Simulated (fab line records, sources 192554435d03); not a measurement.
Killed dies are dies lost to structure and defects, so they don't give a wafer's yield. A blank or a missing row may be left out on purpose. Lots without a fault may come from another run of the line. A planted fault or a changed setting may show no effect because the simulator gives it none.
One fault seen from 3 desks | flow n5_finfet | each desk has only its own numbers; what lay behind them comes last

THE METROLOGY DESK
What the gauges read, lot by lot, whatever tool the lot ran on: means of the sampled wafers that have a number. A lot is out of limits, marked OUT, if its mean lies more than 4 standard deviations from the usual mean; the brackets give that distance. Of its 12 readings 7 are shown: those that lie furthest out on some lot.
Columns: A = M2_OVL at N5_BEOL_M2_OVL_MEAS_12, usual -0.2 nm; B = DIBL_P at N5_BEOL_M4_RC_MEAS_101, usual 35.3 mV/V; C = IOFF_N at N5_BEOL_M4_RC_MEAS_101, usual 0.145 nA/um; D = IOFF_P at N5_BEOL_M4_RC_MEAS_101, usual 0.20 nA/um; E = ION_P at N5_BEOL_M4_RC_MEAS_101, usual 462 uA/um; F = SS_N at N5_BEOL_M4_RC_MEAS_101, usual 71.3 mV/dec; G = VT_P at N5_BEOL_M4_RC_MEAS_101, usual -251 mV
lot  | first seen here | A    | B    | C     | D    | E   | F    | G
L504 | day 8 02:07     | 1.6  | 38.8 | 0.194 | 0.30 | 480 | 72.3 | -242
L507 | day 9 11:11     | -0.7 | 35.3 | 0.150 | 0.22 | 467 | 72.3 | -249
L512 | day 10 13:12    | -0.3 | 34.8 | 0.123 | 0.18 | 462 | 70.9 | -253
L519 | day 12 05:01    | -0.9 | 36.6 | 0.169 | 0.20 | 460 | 71.7 | -252
L520 | day 12 08:41    | 0.3  | 35.2 | 0.138 | 0.19 | 454 | 71.3 | -251
This desk's finding: nothing out of limits on any of the 5 lots.

THE TOOL OWNER'S DESK: rie_diel-03
The tool's own readings at N5_BEOL_M2_ETCH_64 (etches SOC in N2/H2, target depth 75 nm, overetch 22.5 nm, time 121.9 s): means of the sampled wafers that have a number, for each lot that ran on this tool. A lot is out of limits, marked OUT, if its mean lies more than 4 standard deviations from the usual mean; the brackets give that distance.
Columns: A = bias_w at N5_BEOL_M2_ETCH_64, usual 150.1 W; B = drypump_motor_current_A at N5_BEOL_M2_ETCH_64, usual 5.7 A; C = h2_flow_sccm at N5_BEOL_M2_ETCH_64, usual 200.0 sccm; D = oes_product_au at N5_BEOL_M2_ETCH_64, usual 0.62 a.u.; E = rf_vpp_V at N5_BEOL_M2_ETCH_64, usual 524 V; F = showerhead_plenum_p_Torr at N5_BEOL_M2_ETCH_64, usual 2.55 Torr; G = throttle_valve_pct at N5_BEOL_M2_ETCH_64, usual 17.76 %
lot  | first seen here | A               | B   | C     | D    | E              | F    | G
L504 | day 8 02:19     | 150.7           | 5.2 | 199.6 | 0.63 | 520            | 2.44 | 17.81
L512 | day 10 13:24    | 164.5 (+34) OUT | 5.3 | 200.0 | 0.59 | 548 (+7.2) OUT | 2.39 | 17.84
This desk's finding: out of limits on L512; first on L512, day 10 13:24 (bias_w at N5_BEOL_M2_ETCH_64). In limits: L504.

THE DEFECT DESK
What the inspections along the route counted, lot by lot: means of the sampled wafers that have a number. A lot is out of limits, marked OUT, if its mean lies more than 4 standard deviations from the usual mean; the brackets give that distance.
Columns: A = raw_defect_count at N5_BEOL_M2_INSPECT_13, usual 407
lot  | first seen here | A
L504 | day 8 02:13     | 390
L507 | day 9 11:16     | 395
L512 | day 10 13:17    | 569
L519 | day 12 05:07    | 477
L520 | day 12 08:46    | 361
This desk's finding: nothing out of limits on any of the 5 lots.

PUT TOGETHER
The tool owner's desk could have raised an alarm at day 10 13:24, on L512.
The metrology desk saw nothing out of limits.
The defect desk saw nothing out of limits.
The metrology desk has L512 on record, within its limits.
The defect desk has L512 on record, within its limits.
Of the lots named, all ran N5_BEOL_M2_ETCH_64 on rie_diel-03.

WHAT THE SIMULATOR HAD PUT IN
Process parameter drift: rie_diel-03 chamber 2, from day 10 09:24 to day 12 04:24, at N5_BEOL_M2_ETCH_64. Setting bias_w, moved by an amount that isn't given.
Lots struck among those shown: L512.
Hours from the fault's start to each desk's first reading out of limits: the tool owner's desk, 4.
